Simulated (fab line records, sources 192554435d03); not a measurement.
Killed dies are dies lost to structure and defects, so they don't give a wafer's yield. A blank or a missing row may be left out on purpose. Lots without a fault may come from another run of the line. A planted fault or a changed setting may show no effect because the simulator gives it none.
Which tool did it? | flow n5_finfet | 23 lots, 69 wafers sampled, at 3 steps of a route of 1938

WHAT THE GAUGES READ, wafer by wafer
N5_BEOL_M11_CD_MEAS_28: target cd 70 nm. Usual: cd_nm 70.0 nm, standard deviation 0.73.
lot  | measured     | on        | cd_nm (nm)     | flag
L074 | day 10 12:49 | cd_sem-01 | 69.3 69.4 69.9 |
L075 | day 10 15:35 | cd_sem-01 | 69.1 69.7 70.3 |
L076 | day 10 23:46 | cd_sem-01 | 70.1 68.8 69.7 |
L078 | day 11 02:24 | cd_sem-01 | 70.5 70.1 69.9 |
L079 | day 12 00:50 | cd_sem-03 | 71.5 70.3 70.3 |
L080 | day 12 14:02 | cd_sem-01 | 69.8 69.9 69.8 |
L081 | day 12 17:58 | cd_sem-03 | 71.9 70.1 71.7 |
L084 | day 13 22:38 | cd_sem-01 | 69.3 69.3 69.4 |
L087 | day 14 01:14 | cd_sem-01 | 69.9 69.6 69.4 |
L083 | day 14 02:45 | cd_sem-02 | 69.9 70.6 69.9 |
L082 | day 14 05:14 | cd_sem-01 | 69.9 70.7 71.2 |
L086 | day 14 07:38 | cd_sem-01 | 69.9 70.6 70.0 |
L085 | day 14 12:28 | cd_sem-01 | 69.0 69.8 69.5 |
L088 | day 14 15:53 | cd_sem-02 | 71.5 71.3 69.7 |
L089 | day 15 07:19 | cd_sem-03 | 68.1 67.9 68.5 |
L091 | day 15 17:01 | cd_sem-01 | 69.9 70.5 71.3 |
L090 | day 15 16:51 | cd_sem-03 | 69.5 70.5 70.3 |
L092 | day 15 20:35 | cd_sem-01 | 68.5 69.1 68.8 |
L094 | day 15 20:45 | cd_sem-03 | 70.3 69.3 69.9 |
L093 | day 15 20:55 | cd_sem-03 | 69.6 68.9 70.3 |
L095 | day 16 03:45 | cd_sem-03 | 69.8 70.5 70.3 |
L096 | day 16 09:32 | cd_sem-02 | 70.4 70.3 70.0 |
L097 | day 17 02:41 | cd_sem-03 | 69.8 70.8 69.7 |

WHICH TOOL RAN EACH LOT (tool, then ch and the chambers of the sampled wafers, then the start)
lot  | N5_BEOL_M11_STRIP_67               | N5_BEOL_M11_STRIP_19
L074 | rie_diel-04 ch 1,3, day 10 12:02   | rie_diel-04 ch 0,1, day 10 12:15
L075 | rie_diel-04 ch 1,3, day 10 14:57   | rie_diel-03 ch 0,1,2, day 10 15:06
L076 | rie_diel-05 ch 1,3, day 10 20:52   | rie_diel-04 ch 0,2,3, day 10 21:04
L078 | rie_diel-03 ch 2,3, day 11 01:43   | rie_diel-04 ch 1,2,3, day 11 01:55
L079 | rie_diel-04 ch 0,1, day 11 22:28   | rie_diel-05 ch 2,3, day 11 22:43
L080 | rie_diel-03 ch 0,1,3, day 12 10:12 | rie_diel-04 ch 0,2,3, day 12 10:28
L081 | rie_diel-04 ch 0,1,3, day 12 15:49 | rie_diel-03 ch 1,2,3, day 12 15:58
L084 | rie_diel-03 ch 0,3, day 13 18:36   | rie_diel-04 ch 1,2, day 13 18:45
L087 | rie_diel-03 ch 0,1, day 14 00:08   | rie_diel-04 ch 1,2, day 14 00:24
L083 | rie_diel-05 ch 0,2,3, day 14 02:04 | rie_diel-03 ch 0,1,2, day 14 02:14
L082 | rie_diel-05 ch 1,2, day 14 03:17   | rie_diel-03 ch 0,2,3, day 14 03:27
L086 | rie_diel-04 ch 0,1,3, day 14 06:50 | rie_diel-03 ch 0,2,3, day 14 07:00
L085 | rie_diel-05 ch 1,2,3, day 14 11:09 | rie_diel-05 ch 0,1,3, day 14 11:24
L088 | rie_diel-04 ch 0,1,3, day 14 15:16 | rie_diel-05 ch 1,2,3, day 14 15:25
L089 | rie_diel-03 ch 0,1,3, day 15 04:04 | rie_diel-03 ch 0,1,2, day 15 04:13
L091 | rie_diel-04 ch 0,1,3, day 15 13:00 | rie_diel-04 ch 0,1,2, day 15 13:10
L090 | rie_diel-05 ch 0,1, day 15 13:28   | rie_diel-04 ch 2,3, day 15 13:53
L092 | rie_diel-04 ch 1,2,3, day 15 18:31 | rie_diel-05 ch 1,2, day 15 18:43
L094 | rie_diel-04 ch 0,1,3, day 15 18:47 | rie_diel-05 ch 1,2, day 15 19:01
L093 | rie_diel-04 ch 0,1,2, day 15 19:02 | rie_diel-04 ch 0,1,2, day 15 19:13
L095 | rie_diel-04 ch 0,2,3, day 16 02:22 | rie_diel-03 ch 1,3, day 16 02:32
L096 | rie_diel-05 ch 0,1,2, day 16 08:40 | rie_diel-05 ch 0,1,3, day 16 08:49
L097 | rie_diel-05 ch 0,2, day 17 00:55   | rie_diel-03 ch 0,1,2, day 17 01:10
- N5_BEOL_M11_STRIP_67: strips in CF4.
- N5_BEOL_M11_STRIP_19: strips in O2.

WHAT THE TOOLS THEMSELVES READ (means of the sampled wafers that have a number; where no wafer has one, the mark that the record gives instead)
N5_BEOL_M11_STRIP_67. Usual: chamber_pressure_mTorr 50.00 mTorr, standard deviation 0.052; drypump_motor_current_A 5.4 A, standard deviation 0.43; oes_product_au 0.78 a.u., standard deviation 0.075; rf_vpp_V 271.1 V, standard deviation 1.5; showerhead_plenum_p_Torr 1.80 Torr, standard deviation 0.054; throttle_valve_pct 13.59 %, standard deviation 0.18.
lot  | tool        | chamber_pressure_mTorr (mTorr) | drypump_motor_current_A (A) | oes_product_au (a.u.) | rf_vpp_V (V) | showerhead_plenum_p_Torr (Torr) | throttle_valve_pct (%) | flag
L074 | rie_diel-04 | 49.98                          | 5.0                         | 0.81                  | 274.0        | 1.88                            | 13.65                  |
L075 | rie_diel-04 | 49.98                          | 5.1                         | 0.76                  | 272.3        | 1.87                            | 13.74                  |
L076 | rie_diel-05 | 50.02                          | 5.8                         | 0.73                  | 269.4        | 1.74                            | 13.55                  |
L078 | rie_diel-03 | 49.99                          | 5.7                         | 0.86                  | 271.7        | 1.75                            | 13.46                  |
L079 | rie_diel-04 | 50.00                          | 5.4                         | 0.77                  | 271.4        | 1.82                            | 13.65                  |
L080 | rie_diel-03 | 49.97                          | 5.7                         | 0.73                  | 270.9        | 1.79                            | 13.65                  |
L081 | rie_diel-04 | 49.97                          | 5.2                         | 0.76                  | 272.9        | 1.84                            | 13.72                  |
L084 | rie_diel-03 | 49.98                          | 6.0                         | 0.75                  | 270.5        | 1.75                            | 13.56                  |
L087 | rie_diel-03 | 50.03                          | 5.4                         | 0.70                  | 271.2        | 1.82                            | 13.76                  |
L083 | rie_diel-05 | 49.99                          | 5.5                         | 0.80                  | 270.9        | 1.80                            | 13.52                  |
L082 | rie_diel-05 | 49.95                          | 6.0                         | 0.73                  | 270.1        | 1.76                            | 13.61                  |
L086 | rie_diel-04 | 49.98                          | 5.2                         | 0.75                  | 272.2        | 1.84                            | 13.74                  |
L085 | rie_diel-05 | 50.00                          | 5.9                         | 0.72                  | 269.3        | 1.76                            | 13.64                  |
L088 | rie_diel-04 | 49.97                          | 5.3                         | 0.75                  | 272.1        | 1.84                            | 13.74                  |
L089 | rie_diel-03 | 50.02                          | 5.7                         | 0.82                  | 270.4        | 1.78                            | 13.50                  |
L091 | rie_diel-04 | 50.02                          | 5.3                         | 0.75                  | 271.4        | 1.84                            | 13.76                  |
L090 | rie_diel-05 | 50.02                          | 5.1                         | 0.85                  | 270.8        | 1.79                            | 13.38                  |
L092 | rie_diel-04 | 49.95                          | 5.2                         | 0.78                  | 270.8        | 1.83                            | 13.63                  |
L094 | rie_diel-04 | 50.05                          | 5.2                         | 0.75                  | 271.6        | 1.84                            | 13.76                  |
L093 | rie_diel-04 | 49.96                          | 5.2                         | 0.79                  | 271.1        | 1.81                            | 13.57                  |
L095 | rie_diel-04 | 50.02                          | 5.4                         | 0.75                  | 271.3        | 1.80                            | 13.66                  |
L096 | rie_diel-05 | 49.99                          | 5.5                         | 0.78                  | 270.0        | 1.78                            | 13.52                  |
L097 | rie_diel-05 | 50.00                          | 5.7                         | 0.78                  | 270.9        | 1.80                            | 13.56                  |

N5_BEOL_M11_STRIP_19. Usual: chamber_pressure_mTorr 30.00 mTorr, standard deviation 0.035; drypump_motor_current_A 5.5 A, standard deviation 0.43; oes_product_au 0.78 a.u., standard deviation 0.079; rf_vpp_V 3.6 V, standard deviation 0.64; showerhead_plenum_p_Torr 2.09 Torr, standard deviation 0.063; throttle_valve_pct 16.65 %, standard deviation 0.16.
lot  | tool        | chamber_pressure_mTorr (mTorr) | drypump_motor_current_A (A) | oes_product_au (a.u.) | rf_vpp_V (V) | showerhead_plenum_p_Torr (Torr) | throttle_valve_pct (%) | flag
L074 | rie_diel-04 | 30.01                          | 5.1                         | 0.81                  | 3.2          | 2.17                            | 16.67                  |
L075 | rie_diel-03 | 30.00                          | 5.4                         | 0.79                  | 3.8          | 2.10                            | 16.66                  |
L076 | rie_diel-04 | 29.97                          | 5.4                         | 0.79                  | 3.9          | 2.10                            | 16.64                  |
L078 | rie_diel-04 | 30.00                          | 5.1                         | 0.82                  | 3.2          | 2.14                            | 16.63                  |
L079 | rie_diel-05 | 30.00                          | 6.0                         | 0.74                  | 4.1          | 2.09                            | 16.68                  |
L080 | rie_diel-04 | 30.05                          | 5.4                         | 0.77                  | 3.4          | 2.10                            | 16.65                  |
L081 | rie_diel-03 | 30.01                          | 5.6                         | 0.78                  | 4.4          | 2.07                            | 16.68                  |
L084 | rie_diel-04 | 29.97                          | 5.2                         | 0.85                  | 3.6          | 2.09                            | 16.45                  |
L087 | rie_diel-04 | 29.96                          | 5.2                         | 0.85                  | 3.2          | 2.09                            | 16.46                  |
L083 | rie_diel-03 | 30.02                          | 5.4                         | 0.76                  | 3.3          | 2.09                            | 16.69                  |
L082 | rie_diel-03 | 30.04                          | 5.7                         | 0.79                  | 3.2          | 2.05                            | 16.63                  |
L086 | rie_diel-03 | 29.96                          | 5.7                         | 0.79                  | 3.3          | 2.05                            | 16.63                  |
L085 | rie_diel-05 | 30.04                          | 5.5                         | 0.79                  | 3.4          | 2.08                            | 16.62                  |
L088 | rie_diel-05 | 30.01                          | 5.9                         | 0.73                  | 3.7          | 2.06                            | 16.71                  |
L089 | rie_diel-03 | 29.97                          | 5.4                         | 0.85                  | 3.1          | 2.09                            | 16.57                  |
L091 | rie_diel-04 | 30.02                          | 5.3                         | 0.79                  | 3.2          | 2.10                            | 16.63                  |
L090 | rie_diel-04 | 30.00                          | 5.3                         | 0.79                  | 4.5          | 2.07                            | 16.56                  |
L092 | rie_diel-05 | 30.00                          | 6.0                         | 0.72                  | 3.5          | 2.06                            | 16.67                  |
L094 | rie_diel-05 | 29.99                          | 6.0                         | 0.72                  | 3.8          | 2.05                            | 16.67                  |
L093 | rie_diel-04 | 29.96                          | 5.3                         | 0.79                  | 3.5          | 2.10                            | 16.63                  |
L095 | rie_diel-03 | 30.00                          | 5.9                         | 0.82                  | 3.5          | 2.05                            | 16.59                  |
L096 | rie_diel-05 | 30.03                          | 5.4                         | 0.77                  | 3.2          | 2.08                            | 16.65                  |
L097 | rie_diel-03 | 30.01                          | 5.4                         | 0.82                  | 3.4          | 2.08                            | 16.60                  |

THE ANSWER, worked out from the rows above alone
Rule: a lot is off if the mean of its wafers that have a number lies more than 3 standard deviations from the usual mean. A lot without any number at a reading at which 4 lots or more have one is off too. The other lots that the step has rows for count as sound. The gauges are gone through in route order, then the tools' own readings, and for those a lot's mean is taken as printed above. The first step at which some lot is off is used, and at that step the reading that is off furthest; a lot without a number counts as furthest.
No lot is off at any reading shown: from this, nothing can be told.

WHAT THE SIMULATOR HAD PUT IN
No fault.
